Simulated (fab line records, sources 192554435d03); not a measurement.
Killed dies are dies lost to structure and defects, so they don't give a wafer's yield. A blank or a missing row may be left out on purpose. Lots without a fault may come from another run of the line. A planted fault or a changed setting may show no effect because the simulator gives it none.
Which tool did it? | flow n5_finfet | 10 lots, 28 wafers sampled, at 5 steps of a route of 1938

WHAT THE GAUGES READ, wafer by wafer
The record holds no reading of a measuring or inspecting step that can be judged against a usual standard deviation.

WHICH TOOL RAN EACH LOT (tool, then ch and the chambers of the sampled wafers, then the start)
lot  | N5_BEOL_M9_ETCH_61                 | N5_BEOL_M9_ETCH_76                 | N5_BEOL_M9_ETCH_66                 | N5_BEOL_M9_STRIP_36                | N5_PASSIVATION_PROBE_49
L155 | rie_diel-02 ch 1,2,3, day 9 11:55  | rie_diel-02 ch 1,2,3, day 9 15:31  | rie_diel-02 ch 1,2,3, day 9 15:33  | rie_diel-02 ch 1,2,3, day 9 15:43  | -
L157 | rie_diel-04 ch 0,3, day 10 10:10   | rie_diel-02 ch 2,3, day 10 11:13   | rie_diel-02 ch 2,3, day 10 11:16   | rie_diel-02 ch 2,3, day 10 11:26   | prober-01, day 12 14:28
L160 | rie_diel-04 ch 0,1,3, day 10 15:53 | rie_diel-02 ch 0,2,3, day 10 17:07 | rie_diel-02 ch 0,2,3, day 10 17:10 | rie_diel-02 ch 0,2,3, day 10 17:20 | -
L161 | rie_diel-04 ch 1,2, day 10 20:16   | rie_diel-02 ch 1,2, day 10 21:16   | rie_diel-02 ch 1,2, day 10 21:19   | rie_diel-02 ch 1,2, day 10 21:29   | -
L163 | rie_diel-03 ch 1, day 11 08:38     | rie_diel-02 ch 0, day 11 10:03     | rie_diel-02 ch 0, day 11 10:06     | rie_diel-02 ch 0, day 11 10:16     | prober-01, day 13 17:25
L164 | rie_diel-02 ch 0,3, day 11 12:14   | rie_diel-02 ch 1,2,3, day 11 13:16 | rie_diel-02 ch 1,2,3, day 11 13:19 | rie_diel-02 ch 1,2,3, day 11 13:28 | prober-02, day 13 21:16
L174 | rie_diel-04 ch 2,3, day 16 02:31   | rie_diel-02 ch 0,2,3, day 16 04:18 | rie_diel-02 ch 0,2,3, day 16 04:20 | rie_diel-02 ch 0,2,3, day 16 04:31 | -
L175 | rie_diel-02 ch 0,3, day 16 12:41   | rie_diel-04 ch 1,3, day 16 13:47   | rie_diel-04 ch 1,3, day 16 13:50   | rie_diel-04 ch 1,3, day 16 13:59   | prober-01, day 19 18:54
L177 | rie_diel-03 ch 0,2,3, day 16 15:25 | rie_diel-03 ch 0,2,3, day 16 16:35 | rie_diel-03 ch 0,2,3, day 16 16:40 | rie_diel-03 ch 0,2,3, day 16 16:49 | -
L172 | rie_diel-02 ch 0,1,2, day 16 21:01 | rie_diel-03 ch 0,2,3, day 16 22:11 | rie_diel-03 ch 0,2,3, day 16 22:13 | rie_diel-03 ch 0,2,3, day 16 22:23 | -
- N5_BEOL_M9_ETCH_61: etches SiARC in CF4, target depth 39 nm, time 65 s.
- N5_BEOL_M9_ETCH_76: etches underlayer in N2/H2, target depth 6.5 nm, time 5.2 s.
- N5_BEOL_M9_ETCH_66: etches SOC in N2/H2, target depth 80 nm, overetch 16 nm, time 120 s.
- N5_BEOL_M9_STRIP_36: strips in N2/H2.
- N5_PASSIVATION_PROBE_49

WHAT THE TOOLS THEMSELVES READ (means of the sampled wafers that have a number; where no wafer has one, the mark that the record gives instead)
N5_BEOL_M9_ETCH_61. Usual: drypump_motor_current_A 5.9 A, standard deviation 0.39; etch_rf_on_time_s 65.0 s, standard deviation 1; oes_product_au 0.66 a.u., standard deviation 0.066; rf_vpp_V 183.9 V, standard deviation 1.1; showerhead_plenum_p_Torr 2.13 Torr, standard deviation 0.058; throttle_valve_pct 15.58 %, standard deviation 0.18.
lot  | tool        | drypump_motor_current_A (A) | etch_rf_on_time_s (s) | oes_product_au (a.u.) | rf_vpp_V (V) | showerhead_plenum_p_Torr (Torr) | throttle_valve_pct (%) | flag
L155 | rie_diel-02 | 6.1                         | 65.8                  | 0.69                  | 184.5        | 2.19                            | 15.42                  |
L157 | rie_diel-04 | 5.8                         | 64.7                  | 0.70                  | 184.0        | 2.09                            | 15.47                  |
L160 | rie_diel-04 | 5.6                         | 64.5                  | 0.68                  | 183.6        | 2.09                            | 15.57                  |
L161 | rie_diel-04 | 5.8                         | 65.1                  | 0.63                  | 183.2        | 2.11                            | 15.62                  |
L163 | rie_diel-03 | 5.2                         | 64.7                  | 0.76                  | 185.9        | 2.19                            | 15.61                  |
L164 | rie_diel-02 | 6.0                         | 64.6                  | 0.64                  | 184.4        | 2.16                            | 15.61                  |
L174 | rie_diel-04 | 6.0                         | 64.8                  | 0.76                  | 183.0        | 2.10                            | 15.25                  |
L175 | rie_diel-02 | 5.9                         | 64.4                  | 0.64                  | 183.7        | 2.17                            | 15.62                  |
L177 | rie_diel-03 | 5.6                         | 66.1                  | 0.68                  | 184.2        | 2.11                            | 15.73                  |
L172 | rie_diel-02 | 6.3                         | 65.2                  | 0.61                  | 183.5        | 2.12                            | 15.59                  |

N5_BEOL_M9_ETCH_76. Usual: drypump_motor_current_A 5.9 A, standard deviation 0.4; etch_rf_on_time_s 5.22 s, standard deviation 0.1; oes_product_au 0.67 a.u., standard deviation 0.067; rf_vpp_V 523.8 V, standard deviation 2.6; showerhead_plenum_p_Torr 2.53 Torr, standard deviation 0.076; throttle_valve_pct 17.80 %, standard deviation 0.23.
lot  | tool        | drypump_motor_current_A (A) | etch_rf_on_time_s (s) | oes_product_au (a.u.) | rf_vpp_V (V) | showerhead_plenum_p_Torr (Torr) | throttle_valve_pct (%) | flag
L155 | rie_diel-02 | 6.1                         | 5.24                  | 0.69                  | 525.7        | 2.59                            | 17.62                  |
L157 | rie_diel-02 | 5.8                         | 5.27                  | 0.73                  | 525.6        | 2.65                            | 17.59                  |
L160 | rie_diel-02 | 6.0                         | 5.21                  | 0.68                  | 524.9        | 2.59                            | 17.66                  |
L161 | rie_diel-02 | 6.4                         | 5.31                  | 0.67                  | 524.3        | 2.55                            | 17.61                  |
L163 | rie_diel-02 | 6.3                         | 5.19                  | 0.60                  | 522.8        | 2.51                            | 17.82                  |
L164 | rie_diel-02 | 6.1                         | 5.23                  | 0.66                  | 526.8        | 2.59                            | 17.65                  |
L174 | rie_diel-02 | 6.1                         | 5.19                  | 0.65                  | 523.7        | 2.57                            | 17.71                  |
L175 | rie_diel-04 | 5.8                         | 5.17                  | 0.67                  | 521.9        | 2.46                            | 17.90                  |
L177 | rie_diel-03 | 5.6                         | 5.27                  | 0.68                  | 523.0        | 2.49                            | 17.98                  |
L172 | rie_diel-03 | 5.6                         | 5.23                  | 0.68                  | 522.5        | 2.49                            | 17.99                  |

N5_BEOL_M9_ETCH_66. Usual: drypump_motor_current_A 5.9 A, standard deviation 0.4; oes_product_au 0.60 a.u., standard deviation 0.062; rf_vpp_V 523.8 V, standard deviation 2.4; run_length_s 143.4 s, standard deviation 0.42; showerhead_plenum_p_Torr 2.53 Torr, standard deviation 0.075; throttle_valve_pct 17.76 %, standard deviation 0.22.
lot  | tool        | drypump_motor_current_A (A) | oes_product_au (a.u.) | rf_vpp_V (V) | run_length_s (s) | showerhead_plenum_p_Torr (Torr) | throttle_valve_pct (%) | flag
L155 | rie_diel-02 | 6.1                         | 0.62                  | 525.8        | 143.5            | 2.59                            | 17.57                  |
L157 | rie_diel-02 | 5.8                         | 0.65                  | 527.3        | 143.6            | 2.64                            | 17.55                  |
L160 | rie_diel-02 | 6.1                         | 0.61                  | 525.1        | 143.3            | 2.59                            | 17.62                  |
L161 | rie_diel-02 | 6.3                         | 0.60                  | 524.1        | 143.2            | 2.55                            | 17.57                  |
L163 | rie_diel-02 | 6.3                         | 0.52                  | 523.9        | 151.2            | 2.51                            | 17.77                  | OFF
L164 | rie_diel-02 | 6.1                         | 0.58                  | 526.4        | 154.1            | 2.59                            | 17.60                  | OFF
L174 | rie_diel-02 | 6.1                         | 0.59                  | 524.5        | 143.4            | 2.57                            | 17.68                  |
L175 | rie_diel-04 | 5.8                         | 0.60                  | 521.1        | 143.2            | 2.46                            | 17.86                  |
L177 | rie_diel-03 | 5.6                         | 0.62                  | 522.3        | 143.5            | 2.49                            | 17.94                  |
L172 | rie_diel-03 | 5.6                         | 0.61                  | 522.5        | 143.6            | 2.49                            | 17.94                  |

N5_BEOL_M9_STRIP_36. Usual: drypump_motor_current_A 5.9 A, standard deviation 0.4; oes_product_au 0.79 a.u., standard deviation 0.085; power_w 450.1 W, standard deviation 1.3; rf_vpp_V 59.2 V, standard deviation 1.4; showerhead_plenum_p_Torr 2.53 Torr, standard deviation 0.076; throttle_valve_pct 23.56 %, standard deviation 0.26.
lot  | tool        | drypump_motor_current_A (A) | oes_product_au (a.u.) | power_w (W) | rf_vpp_V (V) | showerhead_plenum_p_Torr (Torr) | throttle_valve_pct (%) | flag
L155 | rie_diel-02 | 6.1                         | 0.81                  | 450.5       | 59.2         | 2.59                            | 23.40                  |
L157 | rie_diel-02 | 5.8                         | 0.86                  | 451.3       | 57.8         | 2.64                            | 23.36                  |
L160 | rie_diel-02 | 6.0                         | 0.81                  | 450.4       | 59.2         | 2.59                            | 23.37                  |
L161 | rie_diel-02 | 6.3                         | 0.80                  | 450.0       | 59.6         | 2.55                            | 23.37                  |
L163 | rie_diel-02 | 6.3                         | 0.69                  | 449.7       | 59.5         | 2.50                            | 23.45                  |
L164 | rie_diel-02 | 6.1                         | 0.80                  | 449.1       | 59.8         | 2.58                            | 23.41                  |
L174 | rie_diel-02 | 6.1                         | 0.77                  | 449.5       | 58.8         | 2.57                            | 23.43                  |
L175 | rie_diel-04 | 5.8                         | 0.80                  | 449.4       | 59.1         | 2.45                            | 23.70                  |
L177 | rie_diel-03 | 5.6                         | 0.80                  | 450.5       | 59.3         | 2.49                            | 23.75                  |
L172 | rie_diel-03 | 5.6                         | 0.80                  | 450.4       | 58.7         | 2.49                            | 23.78                  |

N5_PASSIVATION_PROBE_49. Usual: defect_limited_yield 91.2 %, standard deviation 1.4; killed_at_M0_to_M3 36, standard deviation 10; killed_at_M4_up 13, standard deviation 5.1; killed_at_contacts 12, standard deviation 5.4; killed_at_front_end 39, standard deviation 11; killed_at_other 3.5, standard deviation 2.4; killed_dies 104, standard deviation 17; killed_open 67, standard deviation 13; killed_short 36, standard deviation 8.3; sort_bin_5_function 5.2 %, standard deviation 0.98; sort_bin_6_memory 3.3 %, standard deviation 0.68; sort_n_pass 1076, standard deviation 17; sort_yield_pct 91.2 %, standard deviation 1.4.
lot  | tool      | defect_limited_yield (%) | killed_at_M0_to_M3 | killed_at_M4_up | killed_at_contacts | killed_at_front_end | killed_at_other | killed_dies | killed_open | killed_short | sort_bin_5_function (%) | sort_bin_6_memory (%) | sort_n_pass | sort_yield_pct (%) | flag
L157 | prober-01 | 90.3                     | 41                 | 9               | 18                 | 43                  | 2.7             | 114         | 70          | 43           | 5.4                     | 3.9                   | 1066        | 90.3               |
L163 | prober-01 | 89.7                     | 31                 | 24              | 16                 | 46                  | 5.0             | 122         | 82          | 40           | 6.3                     | 3.5                   | 1058        | 89.7               |
L164 | prober-02 | 89.8                     | 33                 | 23              | 17                 | 45                  | 2.0             | 120         | 83          | 37           | 6.2                     | 3.5                   | 1060        | 89.8               |
L175 | prober-01 | 91.2                     | 44                 | 12              | 10                 | 37                  | 2.0             | 104         | 68          | 36           | 5.2                     | 3.3                   | 1076        | 91.2               |

THE ANSWER, worked out from the rows above alone
Rule: a lot is off if the mean of its wafers that have a number lies more than 3 standard deviations from the usual mean. A lot without any number at a reading at which 4 lots or more have one is off too. The other lots that the step has rows for count as sound. The gauges are gone through in route order, then the tools' own readings, and for those a lot's mean is taken as printed above. The first step at which some lot is off is used, and at that step the reading that is off furthest; a lot without a number counts as furthest.
Off: L163, L164, at N5_BEOL_M9_ETCH_66 (run_length_s).
A tool fits if, at that step or a process step before it, it ran every lot that is off, and no sound lot after the first of them. None of those tried fits.

WHAT THE SIMULATOR HAD PUT IN
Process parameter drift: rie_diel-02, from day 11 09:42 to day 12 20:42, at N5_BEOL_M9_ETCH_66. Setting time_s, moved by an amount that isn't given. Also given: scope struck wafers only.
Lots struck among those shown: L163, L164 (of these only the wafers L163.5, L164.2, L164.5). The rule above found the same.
